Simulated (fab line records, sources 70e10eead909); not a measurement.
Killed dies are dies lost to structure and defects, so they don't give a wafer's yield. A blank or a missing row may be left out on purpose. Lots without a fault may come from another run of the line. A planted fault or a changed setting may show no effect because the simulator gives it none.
Chamber matching | flow nand_harc | NHARC_A_STAIRCASE_TRIM_12 on rie_diel-12: 4 sister chambers
The step chemistry O2, time 211.2 s. 24 wafers are shown with their chamber, then 12 later ones without.

WAFERS WITH THEIR CHAMBER
wafer  | chamber | showerhead_plenum_p_Torr (Torr) | drypump_motor_current_A (A) | throttle_valve_pct (%)
L074.3 | 0       | 3.41                            | 6.4                         | 17.028
L074.4 | 1       | 3.70                            | 6.0                         | 17.033
L074.5 | 0       | 3.41                            | 6.4                         | 17.037
L075.1 | 1       | 3.70                            | 6.0                         | 17.028
L075.3 | 0       | 3.41                            | 6.4                         | 17.032
L075.6 | 3       | 3.68                            | 6.1                         | 17.038
L077.1 | 1       | 3.70                            | 6.0                         | 17.034
L077.3 | 0       | 3.41                            | 6.4                         | 17.034
L077.5 | 1       | 3.70                            | 6.0                         | 17.039
L079.1 | 3       | 3.68                            | 6.1                         | 17.016
L079.2 | 1       | 3.70                            | 6.0                         | 17.035
L079.6 | 1       | 3.70                            | 6.0                         | 17.025
L082.2 | 1       | 3.69                            | 6.0                         | 17.035
L082.3 | 2       | 3.31                            | 5.1                         | 17.034
L082.6 | 0       | 3.41                            | 6.4                         | 17.030
L088.1 | 3       | 3.66                            | 6.2                         | 17.042
L088.3 | 2       | 3.30                            | 5.2                         | 17.043
L088.6 | 2       | 3.30                            | 5.2                         | 17.045
L092.2 | 3       | 3.66                            | 6.1                         | 17.030
L092.4 | 1       | 3.68                            | 5.9                         | 17.026
L092.5 | 2       | 3.30                            | 5.1                         | 17.046
L086.1 | 3       | 3.66                            | 6.1                         | 17.027
L086.2 | 0       | 3.39                            | 6.4                         | 17.032
L086.6 | 1       | 3.68                            | 6.0                         | 17.024

SIGNATURES (means of the wafers above)
reading                  | chamber 0 | chamber 1 | chamber 2 | chamber 3 | scatter within a chamber
showerhead_plenum_p_Torr | 3.4067    | 3.6944    | 3.3025    | 3.6680    | 0.00869
drypump_motor_current_A  | 6.400     | 5.989     | 5.150     | 6.120     | 0.0367
throttle_valve_pct       | 17.03217  | 17.03100  | 17.04200  | 17.03060  | 0.00624
Rule: a wafer's distance from a chamber is the root of the sum, over the readings, of the square of ((its reading less the chamber's mean) divided by the reading's scatter). The wafer belongs to the nearest chamber; if the next one is less than 2 further off, it can't be placed. The scatter: the root of (the sum of the squares of (reading less its chamber's mean) over the shown wafers, divided by (wafers less chambers)).

WAFERS WITHOUT THEIR CHAMBER
wafer  | showerhead_plenum_p_Torr (Torr) | drypump_motor_current_A (A) | throttle_valve_pct (%)
L094.1 | 3.68                            | 6.0                         | 17.037
L094.2 | 3.29                            | 5.2                         | 17.035
L094.3 | 3.66                            | 6.1                         | 17.039
L093.3 | 3.65                            | 6.1                         | 17.034
L093.4 | 3.68                            | 6.0                         | 17.048
L093.6 | 3.39                            | 6.4                         | 17.032
L095.1 | 3.66                            | 6.1                         | 17.026
L095.4 | 3.39                            | 6.4                         | 17.046
L095.5 | 3.68                            | 6.0                         | 17.015
L097.2 | 3.68                            | 6.0                         | 17.062
L097.3 | 3.29                            | 5.1                         | 17.028
L097.5 | 3.39                            | 6.4                         | 17.027

WHICH CHAMBER EACH WENT THROUGH
wafer  | from the rows above     | in truth
L094.1 | can't be placed: 1 or 3 | 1
L094.2 | 2                       | 2
L094.3 | 3                       | 3
L093.3 | 3                       | 3
L093.4 | can't be placed: 1 or 3 | 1
L093.6 | 0                       | 0
L095.1 | 3                       | 3
L095.4 | 0                       | 0
L095.5 | can't be placed: 1 or 3 | 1
L097.2 | can't be placed: 1 or 3 | 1
L097.3 | 2                       | 2
L097.5 | 0                       | 0
Placed correctly: 8 of 12. Can't be placed from these rows: 4 (the true chamber is among the candidates in 4). Placed wrongly: 0.
